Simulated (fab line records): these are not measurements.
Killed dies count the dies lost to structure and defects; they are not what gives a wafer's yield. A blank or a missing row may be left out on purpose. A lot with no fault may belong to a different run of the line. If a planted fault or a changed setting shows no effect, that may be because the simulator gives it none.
Which tool was responsible? | flow nand-harc | 37 wafers from 13 lots sampled at 5 of the route's 1159 steps

WHAT THE GAUGES SHOWED, per wafer
NHARC_END_SORT_01.
lot  | measured     | on        | killed-at-array | killed-at-other | killed-at-periphery | killed-dies | killed-open | killed-short
L616 | day 21 07:43 | prober-02 | 27 347          | 0 0             | 3 2                 | 30 349      | 0 2         | 1 1
L618 | day 22 01:46 | prober-02 | 18 361          | 1 0             | 2 1                 | 21 362      | 2 3         | 4 2

TOOL THAT RAN EACH LOT (tool first, then ch and the chambers of the sampled wafers, then the start)
lot  | NHARC_A_STAIRCASE_DESCUM_219       | NHARC_A_STAIRCASE_ETCH_221         | NHARC_A_STAIRCASE_ETCH_223                    | NHARC_A_STAIRCASE_TRIM_229
L607 | rie-diel-02 ch 0,2, day 11 07:00   | rie-diel-02 ch 0,1,2, day 11 07:25 | rie-diel-02 ch 0,2, day 11 08:25 or earlier   | rie-diel-02 ch 1,3, day 11 08:25
L606 | rie-diel-02 ch 0,1,3, day 11 14:02 | rie-diel-02 ch 0,1,2, day 11 14:31 | rie-diel-02 ch 0,1,3, day 11 15:32 or earlier | rie-diel-07 ch 0,2,3, day 11 15:32
L610 | rie-diel-07 ch 0,1,2, day 11 18:41 | rie-diel-07 ch 1,2,3, day 11 18:56 | rie-diel-07 ch 0,1,2, day 11 19:58 or earlier | rie-diel-07 ch 0,1,2, day 11 19:58
L608 | rie-diel-06 ch 1,2,3, day 11 19:31 | rie-diel-06 ch 0,2,3, day 11 19:45 | rie-diel-06 ch 0,3, day 11 20:45 or earlier   | rie-diel-06 ch 0,1, day 11 20:45
L611 | rie-diel-06 ch 2,3, day 12 04:54   | rie-diel-06 ch 0,2,3, day 12 05:10 | rie-diel-06 ch 1,2, day 12 06:23 or earlier   | rie-diel-06 ch 0,3, day 12 06:23
L612 | rie-diel-06 ch 0,1,2, day 12 17:27 | rie-diel-06 ch 1,2, day 12 17:41   | rie-diel-06 ch 1,2,3, day 12 18:34 or earlier | rie-diel-06 ch 0,1,2, day 12 18:34
L613 | rie-diel-07 ch 1,3, day 12 17:44   | rie-diel-07 ch 1,3, day 12 18:30   | rie-diel-07 ch 1,2, day 12 20:08 or earlier   | rie-diel-07 ch 1,2, day 12 20:08
L616 | rie-diel-07 ch 2,3, day 13 13:58   | rie-diel-07 ch 1,2, day 13 15:36   | rie-diel-07 ch 2, day 13 16:32 or earlier     | rie-diel-06 ch 0,3, day 13 16:32
L618 | rie-diel-07 ch 0,3, day 14 09:42   | rie-diel-07 ch 2,3, day 14 09:59   | rie-diel-07 ch 0,2, day 14 11:05 or earlier   | rie-diel-06 ch 0,1, day 14 11:05
L627 | rie-diel-02 ch 0,1,3, day 16 06:54 | rie-diel-02 ch 0,2,3, day 16 07:08 | rie-diel-02 ch 1,2,3, day 16 08:00 or earlier | rie-diel-06 ch 1,2,3, day 16 08:00
L628 | rie-diel-02 ch 0,2,3, day 16 08:33 | rie-diel-02 ch 0,2,3, day 16 08:47 | rie-diel-02 ch 0,1,2, day 16 09:41 or earlier | rie-diel-02 ch 0,1,2, day 16 09:41
L625 | rie-diel-06 ch 0,1, day 16 09:01   | rie-diel-06 ch 0,1,2, day 16 09:15 | rie-diel-06 ch 1,2, day 16 10:09 or earlier   | rie-diel-06 ch 0,1, day 16 10:09
L629 | rie-diel-02 ch 0,1,2, day 16 22:31 | rie-diel-02 ch 2,3, day 16 22:56   | rie-diel-02 ch 2,3, day 17 00:20 or earlier   | rie-diel-02 ch 0,2, day 17 00:20
- NHARC_A_STAIRCASE_DESCUM_219: chemistry O2, time 3 s.
- NHARC_A_STAIRCASE_ETCH_221: etches the open film in C4F8/O2, target depth 100 nm, time 40.5 s.
- NHARC_A_STAIRCASE_ETCH_223: etches the open film in C4F8/O2, target depth 100 nm, time 40.5 s.
- NHARC_A_STAIRCASE_TRIM_229: chemistry O2, time 211.2 s.

WHAT THE TOOLS THEMSELVES READ (means of the sampled wafers that have a number; where no wafer has one, the mark that the record gives instead)
NHARC_A_STAIRCASE_DESCUM_219.
lot  | tool        | drypump-motor-current-A (A) | oes-product-au (a.u.) | rf-vpp-V (V) | showerhead-plenum-p-Torr (Torr) | throttle-valve-pct (%)
L607 | rie-diel-02 | 5.4                         | 1.008                 | 58.3         | 1.99                            | 11.309
L606 | rie-diel-02 | 5.8                         | 0.997                 | 58.0         | 1.88                            | 11.319
L610 | rie-diel-07 | 5.6                         | 1.002                 | 57.4         | 1.96                            | 11.324
L608 | rie-diel-06 | 5.1                         | 1.009                 | 57.4         | 2.01                            | 11.315
L611 | rie-diel-06 | 5.1                         | 1.010                 | 57.6         | 2.05                            | 11.313
L612 | rie-diel-06 | 5.2                         | 1.009                 | 57.9         | 2.00                            | 11.314
L613 | rie-diel-07 | 5.5                         | 1.003                 | 58.0         | 1.92                            | 11.315
L616 | rie-diel-07 | 5.5                         | 0.995                 | 58.4         | 1.94                            | 11.327
L618 | rie-diel-07 | 5.6                         | 1.006                 | 57.1         | 1.94                            | 11.305
L627 | rie-diel-02 | 5.8                         | 1.003                 | 57.7         | 1.87                            | 11.310
L628 | rie-diel-02 | 5.7                         | 0.992                 | 58.2         | 1.95                            | 11.315
L625 | rie-diel-06 | 5.1                         | 0.997                 | 58.0         | 1.95                            | 11.304
L629 | rie-diel-02 | 5.5                         | 1.001                 | 57.6         | 1.89                            | 11.314

NHARC_A_STAIRCASE_ETCH_221.
lot  | tool        | oes-product-au (a.u.) | rf-vpp-V (V)
L607 | rie-diel-02 | 0.922                 | 896
L606 | rie-diel-02 | 0.921                 | 895
L610 | rie-diel-07 | 0.954                 | 898
L608 | rie-diel-06 | 0.959                 | 904
L611 | rie-diel-06 | 0.939                 | 904
L612 | rie-diel-06 | 0.947                 | 902
L613 | rie-diel-07 | 0.926                 | 897
L616 | rie-diel-07 | 1.006                 | 898
L618 | rie-diel-07 | 1.011                 | 896
L627 | rie-diel-02 | 0.943                 | 899
L628 | rie-diel-02 | 0.955                 | 898
L625 | rie-diel-06 | 0.949                 | 900
L629 | rie-diel-02 | 0.934                 | 901

NHARC_A_STAIRCASE_ETCH_223.
lot  | tool        | oes-product-au (a.u.) | rf-vpp-V (V)
L607 | rie-diel-02 | 0.936                 | 896
L606 | rie-diel-02 | 0.944                 | 894
L610 | rie-diel-07 | 0.944                 | 900
L608 | rie-diel-06 | 0.944                 | 904
L611 | rie-diel-06 | 0.946                 | 903
L612 | rie-diel-06 | 0.950                 | 903
L613 | rie-diel-07 | 0.948                 | 899
L616 | rie-diel-07 | 0.940                 | 899
L618 | rie-diel-07 | 0.946                 | 900
L627 | rie-diel-02 | 0.957                 | 897
L628 | rie-diel-02 | 0.942                 | 895
L625 | rie-diel-06 | 0.946                 | 899
L629 | rie-diel-02 | 0.950                 | 902

NHARC_A_STAIRCASE_TRIM_229.
lot  | tool        | drypump-motor-current-A (A) | oes-product-au (a.u.) | rf-vpp-V (V) | showerhead-plenum-p-Torr (Torr) | throttle-valve-pct (%)
L607 | rie-diel-02 | 5.7                         | 0.995                 | 57.8         | 3.45                            | 17.046
L606 | rie-diel-07 | 5.6                         | 0.999                 | 58.2         | 3.61                            | 17.029
L610 | rie-diel-07 | 5.6                         | 1.005                 | 58.6         | 3.62                            | 17.034
L608 | rie-diel-06 | 5.1                         | 1.003                 | 57.2         | 3.66                            | 17.030
L611 | rie-diel-06 | 4.9                         | 0.987                 | 59.3         | 3.75                            | 17.038
L612 | rie-diel-06 | 5.2                         | 1.008                 | 58.2         | 3.68                            | 17.034
L613 | rie-diel-07 | 5.6                         | 1.008                 | 58.5         | 3.58                            | 17.040
L616 | rie-diel-06 | 4.8                         | 0.996                 | 57.9         | 3.73                            | 17.034
L618 | rie-diel-06 | 5.2                         | 1.014                 | 57.6         | 3.62                            | 17.044
L627 | rie-diel-06 | 5.1                         | 1.000                 | 58.4         | 3.68                            | 17.041
L628 | rie-diel-02 | 5.5                         | 1.006                 | 58.0         | 3.50                            | 17.034
L625 | rie-diel-06 | 5.1                         | 1.001                 | 58.2         | 3.64                            | 17.031
L629 | rie-diel-02 | 5.4                         | 0.999                 | 58.1         | 3.64                            | 17.038

THE ANSWER, worked out from the rows above alone
Rule: the lots themselves supply what counts as usual. The widest of any qualifying gaps counts: lots, ordered by their means at a reading, are off when they make up no more than a third of the lots, leave a main group of 4 or more, and stand apart from it by 3 or more times the standard deviation of that group's means. A main group is skipped when, at the precision printed for the reading in the tables above, its means are all equal. A lot without any number at a reading at which 4 lots or more have one is off too. Any other lot the step has rows for is counted as sound. First the gauges in route order, then the tools' own readings, where a lot's mean is used as printed above. At the first step where some lot is off, the reading lying furthest off is the one used; lots without a number count as furthest.
Off: L616, L618, at NHARC_A_STAIRCASE_ETCH_221 (oes-product-au). Mean 0.941 a.u. and standard deviation 0.013 in the main group.
If a tool, at that step or one of the process steps before it, ran each lot that is off and ran no sound lot following the first of them, it fits. One candidate fits, namely rie-diel-07 at NHARC_A_STAIRCASE_DESCUM_219 and NHARC_A_STAIRCASE_ETCH_221. At NHARC_A_STAIRCASE_DESCUM_219 its last sound lot is L613 (day 12 17:44), its first lot that is off L616 (day 13 13:58): a fault that began between those two fits.

WHAT THE SIMULATOR HAD PUT IN
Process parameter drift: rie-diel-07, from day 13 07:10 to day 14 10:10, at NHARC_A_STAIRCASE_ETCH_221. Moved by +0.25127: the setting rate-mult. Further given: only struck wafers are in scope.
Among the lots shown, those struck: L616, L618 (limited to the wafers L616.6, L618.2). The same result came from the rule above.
